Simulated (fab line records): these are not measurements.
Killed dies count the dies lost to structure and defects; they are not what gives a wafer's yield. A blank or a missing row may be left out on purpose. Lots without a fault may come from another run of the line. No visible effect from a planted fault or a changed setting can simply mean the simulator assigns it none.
Split-lot trial	flow n5 finfet	on a route of 1938 steps: 7 lots, 21 wafers read

## SPLIT DETAILS
At N5_HKMG_FIN_ETCH_86 (etches SOC in N2/H2, stops on TiN, target depth 393.2 nm), the setting target depth a was moved away from the recipe's 3932 angstrom on 6 of the 21 wafers read, by -6.6% to +8.0%. The other wafers ran this setting at the recipe's value.

Reading taken at the split's own step.

## THE READING
SOC_of_HKMG_FIN_COAT_85.thk nm (the simulator's own value, which no gauge read), in nm, at N5_HKMG_FIN_ETCH_86 (etches SOC in N2/H2, stops on TiN, target depth 393.2 nm). There is no usual value for it anywhere in the file. Across the 15 wafers here that went through the recipe, the average is 14.8 nm and the standard deviation 2 nm.

wafer	tool, chamber at the split	target depth a as run, angstrom	against the recipe	SOC_of_HKMG_FIN_COAT_85.thk nm, nm	against lot-mates on the recipe
L079.1	rie diel-05, 1	3672	-6.6%	31.2	+13.4
L079.2	rie diel-05, 2	3932	recipe	17.8	-
L079.6	rie diel-05, 0	3672	-6.6%	32.4	+14.6
L084.1	rie diel-01, 3	3932	recipe	14.4	-
L084.2	rie diel-01, 0	3932	recipe	16.4	-
L084.5	rie diel-01, 2	3932	recipe	16	-
L085.3	rie diel-05, 1	3770	-4.1%	24.6	+6.2
L085.4	rie diel-05, 0	3770	-4.1%	25.6	+7.2
L085.6	rie diel-05, 2	3932	recipe	18.4	-
L086.1	rie diel-01, 3	4247	+8.0%	8.4	-7.8
L086.6	rie diel-01, 3	4247	+8.0%	8.4	-7.8
L086.3	rie diel-01, 2	3932	recipe	16.2	-
L089.1	rie diel-05, 1	3932	recipe	13	-
L089.2	rie diel-05, 0	3932	recipe	14	-
L089.4	rie diel-05, 3	3932	recipe	12.4	-
L090.1	rie diel-04, 3,1,3	3932	recipe	12.6	-
L090.4	rie diel-04, 3,1,3	3932	recipe	12.6	-
L090.5	rie diel-04, 3,1,3	3932	recipe	12.6	-
L094.1	rie diel-04, 0	3932	recipe	16.6	-
L094.3	rie diel-04, 1	3932	recipe	13	-
L094.6	rie diel-04, 0	3932	recipe	16.4	-
The file does not say which wafer passed through which chamber wherever a row lists several chambers: such a row stands for several wafers.

FIT RESULTS
A straight line over all 21 wafers: SOC_of_HKMG_FIN_COAT_85.thk nm changes by -1.62 nm for each +1% of target depth a; r = -0.87; the points scatter about the line by 3.3 nm.
The same after taking each lot's own level away (the mean of its wafers on the recipe; 21 wafers): -1.44 nm for each +1%; r = -0.94; scatter 1.9 nm.
The reading moves by 12 nm for the largest change in target depth a, on that fit.
The lots' own levels span 12.60 to 18.40 nm, that is 2.9 times the standard deviation above.
Thus the slope moves with the lot-to-lot level: the two fits are different.
Check: for one of the wafers moved furthest among these (+8.0%), held out of the fit, the line's prediction against its lot-mates is -12.1 nm. Against them it came out at -7.8 nm.

## FURTHER SPLITS ON THESE WAFERS
Note: prior to the reading, these wafers also went through further splits. Each is held against what the fit with the lots' levels taken away leaves over:
other split on the same wafers	wafers away from the commonest value	r with SOC_of_HKMG_FIN_COAT_85.thk nm (lot level and that fit taken away)
N5_WELL_APT_COAT_02 spin rpm	2	+0.10
N5_DUMMY_GATE_CVD_03 temp c	12	-0.40
N5_DUMMY_GATE_COAT_35 spin rpm	7	-0.28
N5_SD_EPI_P_ETCH_16 target depth a	7	+0.04
N5_SDB_ALD_29 ald cycles	7	-0.27
N5_SDB_CMP_30 platen rpm	7	+0.08
N5_HKMG_FIN_COAT_06 spin rpm	6	-0.06
N5_HKMG_FIN_PEB_10 peb time s	4	+0.13

## FILE'S OWN FIT
SOC_of_HKMG_FIN_COAT_85.thk nm changes by -1.46 nm for each +1% of target depth a, r = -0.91.
